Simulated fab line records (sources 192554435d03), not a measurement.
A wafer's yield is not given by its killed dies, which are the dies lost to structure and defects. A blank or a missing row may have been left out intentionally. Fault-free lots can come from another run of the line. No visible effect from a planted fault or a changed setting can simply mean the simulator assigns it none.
fab line records + flow n5-finfet + part 2 of 2: steps 17 to 26 of 26
record
- lots=5
- wafers=15
- last-day=18
route steps=1938 shown BEOL_M3@964
lots with no fault: from the same line, run without faults
start-h: start of the lot's first displayed wafer, in hours after the record's first day + wait-h: time in hours since the lot's previous step + " as in the row above + L1.1+2: a row that stands for several wafers + - no value, or no start was given + * or withheld: withheld + < > ~ a bound
route shown NAME@n: NAME is a module with steps in the file, n the number in the route of the first one + usual: average and standard deviation across the fault-free wafers + same: alike in all rows + chamber/n: place in a boat + sites: per-site readings + _std_site: the values' standard deviation + _edge_site: outer sites' mean less inner sites' + radius-mm: how far each site lies from the wafer's centre + mask NAME#n: copy n + behind: tool/chamber where the wafer was last shaped + hold: the reason the lot was held/the length of the hold in hours/how it ended + device: the transistor (n, p or np) that didn't switch + end of line: tests run on the same wafers once the route is complete + a step without rows: its recipe alone + killed: at the first sort, the dies lost to defects and structure; wafer yield is something else + map: the dies of a wafer, with x for killed, . for not killed, _ for no die there
set.NAME: the setting the step ran with; set.NAME@STEP: the setting that earlier step ran with + model.NAME: the simulator's own value behind a step, which no gauge read
lots seen at some steps along the route; tables by step, rows by wafer
services: from which hour (start-h, from the record's first day; less than 0 if before it) a tool's chamber was out of use, for how many hours, and why
## steps
# step N5_BEOL_M3_TRENCH_ETCH_37
# recipe
- chemistry=C4F6/O2
- target-depth-a=555.55
- target=SiOC
- time-s=29.2
- ion-energy-ev=250
- pressure-mtorr=30
- source-w=355
- bias-w=185
- Ar_flow_sccm=300
- C4F6_flow_sccm=10
- O2_flow_sccm=10
# usual
- drypump-motor-current-A=5.7/0.53
- mfc-ar-sccm=300.1/0.89
- oes_ar_750_au=0.79/0.054
- oes-product-au=0.80/0.06
- rf-vpp-V=669/7.1
- showerhead-plenum-p-Torr=2.86/0.092
- throttle-valve-pct=20.72/0.18
| lot.wafer | tool        | chamber | start-h | wait-h | drypump-motor-current-A | mfc-ar-sccm | oes_ar_750_au | oes-product-au | rf-hours-counter-h | rf-vpp-V | showerhead-plenum-p-Torr | throttle-valve-pct |
|-----------|-------------|---------|---------|--------|-------------------------|-------------|---------------|----------------|--------------------|----------|--------------------------|--------------------|
| L083.2    | rie-diel-02 | 3       | -       | -      | 4.7                     | 300.5       | 0.80          | 0.82           | 74                 | 670      | 2.75                     | 20.49              |
| L083.3    | "           | 2       | "       | "      | 6.1                     | 300.2       | 0.80          | 0.81           | 78                 | 682      | 2.89                     | 20.94              |
| L083.5    | "           | 2       | "       | "      | 6.1                     | 300.0       | 0.80          | 0.81           | -                  | 681      | 2.89                     | 20.94              |
| L084.1    | rie-diel-02 | 3       | -       | -      | 4.8                     | 301.2       | 0.80          | 0.80           | 81                 | 669      | 2.75                     | 20.51              |
| L084.4    | "           | 2       | "       | "      | 6.1                     | 301.1       | 0.79          | 0.80           | 85                 | 680      | 2.89                     | 20.96              |
| L084.6    | "           | 1       | "       | "      | 6.4                     | 297.8       | 0.84          | 0.84           | -                  | 669      | 3.02                     | 20.85              |
| L089.1    | rie-diel-05 | 2       | -       | -      | 5.3                     | 299.3       | 0.87          | 0.89           | 51                 | 669      | 2.78                     | 20.72              |
| L089.2    | "           | 3       | "       | "      | 5.8                     | 302.3       | 0.74          | 0.73           | 168                | 670      | 2.95                     | 20.50              |
| L089.5    | "           | 0       | "       | "      | 5.1                     | 298.9       | 0.75          | 0.74           | -                  | 668      | 2.95                     | 20.69              |
| L093.1    | rie-diel-02 | 2       | -       | -      | 6.1                     | 300.2       | 0.77          | 0.80           | 97                 | 681      | 2.88                     | 21.00              |
| L093.5    | "           | 0       | "       | "      | 5.8                     | 299.0       | 0.78          | 0.78           | -                  | 671      | 2.87                     | 20.55              |
| L093.6    | "           | 3       | "       | "      | 4.7                     | 301.4       | 0.79          | 0.81           | -                  | 670      | 2.75                     | 20.53              |
| L094.1    | rie-diel-05 | 0       | -       | -      | 5.0                     | 300.0       | 0.74          | 0.73           | 189                | 670      | 2.94                     | 20.69              |
| L094.3    | "           | 2       | "       | "      | 5.3                     | 298.5       | 0.86          | 0.86           | 58                 | 668      | 2.78                     | 20.72              |
| L094.6    | "           | 0       | "       | "      | 5.0                     | 300.3       | 0.74          | 0.74           | -                  | 669      | 2.94                     | 20.71              |
# step N5_BEOL_M3_ETCH_41
# recipe
- chemistry=CH3F/O2
- target=SiCN
- target-depth-a=299
- taper-deg=2
- time-s=52.5
- ion-energy-ev=120
- mask-material=TiN
- pressure-mtorr=30
- source-w=395
- bias-w=75
- Ar_flow_sccm=150
- CH3F_flow_sccm=30
- O2_flow_sccm=20
# usual
- drypump-motor-current-A=5.7/0.53
- mfc-ar-sccm=149.9/0.5
- oes-product-au=0.80/0.06
- rf-vpp-V=297.4/1.5
- showerhead-plenum-p-Torr=2.01/0.067
- throttle-valve-pct=16.19/0.16
| lot.wafer | tool        | chamber | start-h | wait-h | drypump-motor-current-A | mfc-ar-sccm | oes-product-au | rf-hours-counter-h | rf-vpp-V | showerhead-plenum-p-Torr | throttle-valve-pct |
|-----------|-------------|---------|---------|--------|-------------------------|-------------|----------------|--------------------|----------|--------------------------|--------------------|
| L083.2    | rie-diel-02 | 3       | -       | -      | 4.7                     | 150.7       | 0.82           | 74                 | 295.6    | 1.93                     | 15.99              |
| L083.3    | "           | 2       | "       | "      | 6.1                     | 150.4       | 0.81           | 78                 | 298.2    | 2.03                     | 16.37              |
| L083.5    | "           | 2       | "       | "      | 6.1                     | 149.8       | 0.82           | -                  | 297.3    | 2.03                     | 16.35              |
| L084.1    | rie-diel-02 | 3       | -       | -      | 4.7                     | 149.5       | 0.82           | 81                 | 295.1    | 1.93                     | 16.00              |
| L084.4    | "           | 2       | "       | "      | 6.1                     | 149.8       | 0.81           | 85                 | 297.5    | 2.03                     | 16.38              |
| L084.6    | "           | 1       | "       | "      | 6.4                     | 149.4       | 0.85           | -                  | 299.8    | 2.13                     | 16.22              |
| L089.1    | rie-diel-05 | 2       | -       | -      | 5.3                     | 150.5       | 0.88           | 51                 | 296.4    | 1.95                     | 16.14              |
| L089.2    | "           | 3       | "       | "      | 5.8                     | 149.5       | 0.74           | 168                | 298.7    | 2.07                     | 16.05              |
| L089.5    | "           | 0       | "       | "      | 5.1                     | 150.7       | 0.75           | -                  | 299.1    | 2.07                     | 16.22              |
| L093.1    | rie-diel-02 | 2       | -       | -      | 6.1                     | 150.8       | 0.79           | 97                 | 297.5    | 2.02                     | 16.39              |
| L093.5    | "           | 0       | "       | "      | 5.7                     | 149.1       | 0.78           | -                  | 296.3    | 2.02                     | 16.03              |
| L093.6    | "           | 3       | "       | "      | 4.7                     | 149.7       | 0.80           | -                  | 295.3    | 1.93                     | 16.03              |
| L094.1    | rie-diel-05 | 0       | -       | -      | 5.0                     | 150.6       | 0.73           | 189                | 299.6    | 2.07                     | 16.25              |
| L094.3    | "           | 2       | "       | "      | 5.3                     | 150.2       | 0.87           | 58                 | 296.8    | 1.95                     | 16.16              |
| L094.6    | "           | 0       | "       | "      | 5.0                     | 150.0       | 0.74           | -                  | 299.5    | 2.07                     | 16.23              |
# step N5_BEOL_M3_STRIP_97
# recipe
- chemistry=N2/H2
- time-s=10
- power-w=450
- temp-c=40
- pressure-mtorr=20
- rf-frequency-hz=6e+07
- bias-power-w=7
- n2-flow-sccm=200
- h2-flow-sccm=200
# usual
- drypump-motor-current-A=5.7/0.53
- oes-product-au=0.80/0.061
- rf-vpp-V=59.2/0.84
- showerhead-plenum-p-Torr=2.55/0.083
- throttle-valve-pct=23.46/0.25
| lot.wafer | tool        | chamber | start-h | wait-h | drypump-motor-current-A | oes-product-au | rf-hours-counter-h | rf-vpp-V | showerhead-plenum-p-Torr | throttle-valve-pct |
|-----------|-------------|---------|---------|--------|-------------------------|----------------|--------------------|----------|--------------------------|--------------------|
| L083.2    | rie-diel-02 | 3       | -       | -      | 4.7                     | 0.82           | 74                 | 59.1     | 2.47                     | 23.30              |
| L083.3    | "           | 2       | "       | "      | 6.1                     | 0.82           | 78                 | 59.1     | 2.57                     | 23.63              |
| L083.5    | "           | 2       | "       | "      | 6.1                     | 0.82           | -                  | 60.3     | 2.57                     | 23.66              |
| L084.1    | rie-diel-02 | 3       | -       | -      | 4.7                     | 0.81           | 81                 | 59.2     | 2.46                     | 23.31              |
| L084.4    | "           | 2       | "       | "      | 6.1                     | 0.79           | 85                 | 58.6     | 2.57                     | 23.64              |
| L084.6    | "           | 1       | "       | "      | 6.4                     | 0.85           | -                  | 61.5     | 2.69                     | 23.76              |
| L089.1    | rie-diel-05 | 2       | -       | -      | 5.3                     | 0.89           | 51                 | 59.3     | 2.48                     | 23.59              |
| L089.2    | "           | 3       | "       | "      | 5.8                     | 0.74           | 168                | 60.1     | 2.64                     | 23.26              |
| L089.5    | "           | 0       | "       | "      | 5.0                     | 0.74           | -                  | 58.5     | 2.64                     | 23.32              |
| L093.1    | rie-diel-02 | 2       | -       | -      | 6.1                     | 0.80           | 97                 | 59.5     | 2.56                     | 23.68              |
| L093.5    | "           | 0       | "       | "      | 5.7                     | 0.79           | -                  | 58.6     | 2.55                     | 23.08              |
| L093.6    | "           | 3       | "       | "      | 4.7                     | 0.80           | -                  | 59.1     | 2.46                     | 23.33              |
| L094.1    | rie-diel-05 | 0       | -       | -      | 5.0                     | 0.74           | 189                | 59.9     | 2.64                     | 23.33              |
| L094.3    | "           | 2       | "       | "      | 5.3                     | 0.87           | 58                 | 59.2     | 2.48                     | 23.61              |
| L094.6    | "           | 0       | "       | "      | 5.1                     | 0.73           | -                  | 60.0     | 2.64                     | 23.33              |
# step N5_BEOL_M3_OCD_MEAS_38
# usual
- trench-depth-nm=55.7/1
| lot.wafer | tool   | chamber | start-h | wait-h | trench-depth-nm |
|-----------|--------|---------|---------|--------|-----------------|
| L083.2    | ocd-01 | -       | 222.30  | -      | 56.3            |
| L083.3    | "      | -       | "       | "      | 56.3            |
| L083.5    | "      | -       | "       | "      | 57.4            |
| L084.1    | ocd-02 | -       | 246.20  | -      | 56.3            |
| L084.4    | "      | -       | "       | "      | 56.7            |
| L084.6    | "      | -       | "       | "      | 55.8            |
| L089.1    | ocd-02 | -       | 255.99  | -      | 55.6            |
| L089.2    | "      | -       | "       | "      | 55.1            |
| L089.5    | "      | -       | "       | "      | 54.5            |
| L093.1    | ocd-02 | -       | 285.31  | -      | 58.0            |
| L093.5    | "      | -       | "       | "      | 56.1            |
| L093.6    | "      | -       | "       | "      | 57.8            |
| L094.1    | ocd-02 | -       | 290.34  | -      | 54.5            |
| L094.3    | "      | -       | "       | "      | 55.5            |
| L094.6    | "      | -       | "       | "      | 54.6            |
# step N5_BEOL_M3_HM_STRIP_39
# recipe
- chemistry=peroxide-tin-strip
- material=TiN
- target-depth-a=250
- temp-c=50
- time-s=158
| lot.wafer  | tool         | chamber | start-h | wait-h |
|------------|--------------|---------|---------|--------|
| L083.2+3+5 | wet-bench-02 | 3,2,7   | 222.33  | 0.0    |
| L084.1+4+6 | wet-bench-01 | 7,0,5   | 246.23  | 0.0    |
| L089.1+2+5 | wet-bench-05 | 6,3,0   | 256.02  | 0.0    |
| L093.1+5+6 | wet-bench-05 | 3,4,2   | 285.34  | 0.0    |
| L094.1+3+6 | wet-bench-01 | 4,1,0   | 290.37  | 0.0    |
# step N5_BEOL_M3_SRD_40
# recipe
- time-s=30
- temp-c=23
- rinse-liquid=diw
- dry=ipa-marangoni
# usual
- do-supply-ppb=10.00/0.092
| lot.wafer | tool         | chamber | start-h | wait-h | do-supply-ppb |
|-----------|--------------|---------|---------|--------|---------------|
| L083.2    | wet-bench-02 | 3       | 222.38  | 0.0    | 10.10         |
| L083.3    | "            | 2       | "       | "      | 9.98          |
| L083.5    | "            | 7       | "       | "      | 9.87          |
| L084.1    | wet-bench-01 | 7       | 246.28  | 0.0    | 10.14         |
| L084.4    | "            | 0       | "       | "      | 10.04         |
| L084.6    | "            | 5       | "       | "      | 9.94          |
| L089.1    | wet-bench-05 | 6       | 256.07  | 0.0    | 10.01         |
| L089.2    | "            | 3       | "       | "      | 10.10         |
| L089.5    | "            | 0       | "       | "      | 9.92          |
| L093.1    | wet-bench-05 | 3       | 285.39  | 0.0    | 10.02         |
| L093.5    | "            | 4       | "       | "      | 9.96          |
| L093.6    | "            | 2       | "       | "      | 10.09         |
| L094.1    | wet-bench-01 | 4       | 290.42  | 0.0    | 10.02         |
| L094.3    | "            | 1       | "       | "      | 9.99          |
| L094.6    | "            | 0       | "       | "      | 9.99          |
# step N5_BEOL_M3_PRECLEAN_42
# recipe
- chemistry=residue-remover
- time-s=60
- temp-c=40
| lot.wafer  | tool         | chamber | start-h | wait-h |
|------------|--------------|---------|---------|--------|
| L083.2+3+5 | wet-bench-02 | 3,2,7   | 222.39  | 0.0    |
| L084.1+4+6 | wet-bench-01 | 7,0,5   | 246.30  | 0.0    |
| L089.1+2+5 | wet-bench-05 | 6,3,0   | 256.08  | 0.0    |
| L093.1+5+6 | wet-bench-05 | 3,4,2   | 285.41  | 0.0    |
| L094.1+3+6 | wet-bench-01 | 4,1,0   | 290.44  | 0.0    |
# step N5_BEOL_M3_SRD_43
# recipe
- time-s=30
- temp-c=23
- rinse-liquid=diw
- dry=ipa-marangoni
# usual
- do-supply-ppb=10.02/0.093
| lot.wafer | tool         | chamber | start-h | wait-h | do-supply-ppb |
|-----------|--------------|---------|---------|--------|---------------|
| L083.2    | wet-bench-02 | 3       | 222.41  | 0.0    | 10.13         |
| L083.3    | "            | 2       | "       | "      | 10.10         |
| L083.5    | "            | 7       | "       | "      | 9.97          |
| L084.1    | wet-bench-01 | 7       | 246.32  | 0.0    | 10.08         |
| L084.4    | "            | 0       | "       | "      | 9.91          |
| L084.6    | "            | 5       | "       | "      | 10.09         |
| L089.1    | wet-bench-05 | 6       | 256.10  | 0.0    | 9.98          |
| L089.2    | "            | 3       | "       | "      | 10.07         |
| L089.5    | "            | 0       | "       | "      | 9.93          |
| L093.1    | wet-bench-05 | 3       | 285.42  | 0.0    | 10.12         |
| L093.5    | "            | 4       | "       | "      | 9.98          |
| L093.6    | "            | 2       | "       | "      | 10.14         |
| L094.1    | wet-bench-01 | 4       | 290.45  | 0.0    | 10.06         |
| L094.3    | "            | 1       | "       | "      | 9.89          |
| L094.6    | "            | 0       | "       | "      | 9.98          |
# step N5_BEOL_M3_CD_MEAS_35
# recipe
- target-cd-nm=18
- target-cd-y-nm=21
- polarity=opening
# usual
- cd-nm=17.97/0.29
| lot.wafer | tool      | chamber | start-h | wait-h | cd-nm |
|-----------|-----------|---------|---------|--------|-------|
| L083.2    | cd-sem-03 | -       | 222.45  | 0.0    | 17.61 |
| L083.3    | "         | -       | "       | "      | 18.13 |
| L083.5    | "         | -       | "       | "      | 18.02 |
| L084.1    | cd-sem-03 | -       | 246.36  | 0.0    | 18.40 |
| L084.4    | "         | -       | "       | "      | 17.99 |
| L084.6    | "         | -       | "       | "      | 17.99 |
| L089.1    | cd-sem-02 | -       | 256.14  | 0.0    | 17.61 |
| L089.2    | "         | -       | "       | "      | 17.72 |
| L089.5    | "         | -       | "       | "      | 17.47 |
| L093.1    | cd-sem-01 | -       | 285.46  | 0.0    | 17.82 |
| L093.5    | "         | -       | "       | "      | 18.32 |
| L093.6    | "         | -       | "       | "      | 18.10 |
| L094.1    | cd-sem-02 | -       | 290.50  | 0.0    | 17.60 |
| L094.3    | "         | -       | "       | "      | 17.54 |
| L094.6    | "         | -       | "       | "      | 17.06 |
# step N5_BEOL_M3_DEGAS_44
# recipe
- ambient=vacuum
- temp-c=250
- time-s=60
# usual
- heater-power-w=334/18
| lot.wafer | tool           | chamber | start-h | wait-h | heater-power-w |
|-----------|----------------|---------|---------|--------|----------------|
| L083.2    | pvd-sputter-03 | -       | 222.79  | 0.3    | 320            |
| L083.3    | "              | -       | "       | "      | 303            |
| L083.5    | "              | -       | "       | "      | 301            |
| L084.1    | pvd-sputter-01 | -       | 246.63  | 0.3    | 336            |
| L084.4    | "              | -       | "       | "      | 291            |
| L084.6    | "              | -       | "       | "      | 342            |
| L089.1    | pvd-sputter-02 | -       | 256.32  | 0.2    | 357            |
| L089.2    | "              | -       | "       | "      | 319            |
| L089.5    | "              | -       | "       | "      | 327            |
| L093.1    | pvd-sputter-03 | -       | 285.54  | 0.1    | 322            |
| L093.5    | "              | -       | "       | "      | 353            |
| L093.6    | "              | -       | "       | "      | 321            |
| L094.1    | pvd-sputter-02 | -       | 290.69  | 0.2    | 349            |
| L094.3    | "              | -       | "       | "      | 355            |
| L094.6    | "              | -       | "       | "      | 355            |
## services
| tool         | chamber | start-h | hours | kind                          |
|--------------|---------|---------|-------|-------------------------------|
| rie-diel-02  | 0       | 191.16  | 13.6  | repair                        |
| ald-sin-02   | 0       | 191.90  | -     | clean                         |
| ald-sin-02   | 1       | 191.90  | -     | clean                         |
| ald-sin-02   | 2       | 191.90  | -     | clean                         |
| ald-sin-02   | 3       | 191.90  | -     | clean                         |
| wet-bench-01 | -       | 196.07  | 1.3   | repair                        |
| rie-diel-06  | 2       | 235.12  | -     | clean                         |
| rie-diel-06  | 2       | 235.12  | -     | consumable-replace:focus-ring |
| rie-diel-06  | 2       | 235.12  | 34.8  | scheduled-down                |
| rie-diel-06  | 2       | 235.12  | 34.8  | vent-cycle                    |
| ald-sin-01   | 2       | 236.07  | 3.2   | repair                        |
| ald-sin-02   | -       | 247.15  | 6.1   | pm                            |
| rie-diel-05  | 1       | 268.62  | 5.2   | repair                        |
| rie-diel-06  | 0       | 269.92  | -     | clean                         |
| rie-diel-06  | 0       | 269.92  | -     | consumable-replace:focus-ring |
| rie-diel-06  | 0       | 269.92  | 19.5  | scheduled-down                |
| rie-diel-06  | 0       | 269.92  | 19.5  | vent-cycle                    |
| ald-sin-01   | -       | 270.31  | 14.0  | pm                            |
| ald-sin-01   | 0       | 270.31  | 14.0  | vent-cycle                    |
| ald-sin-01   | 1       | 270.31  | 14.0  | vent-cycle                    |
| ald-sin-01   | 2       | 270.31  | 14.0  | vent-cycle                    |
| ald-sin-01   | 3       | 270.31  | 14.0  | vent-cycle                    |
| ald-sin-01   | 0       | 284.31  | -     | clean                         |
| ald-sin-01   | 1       | 284.31  | -     | clean                         |
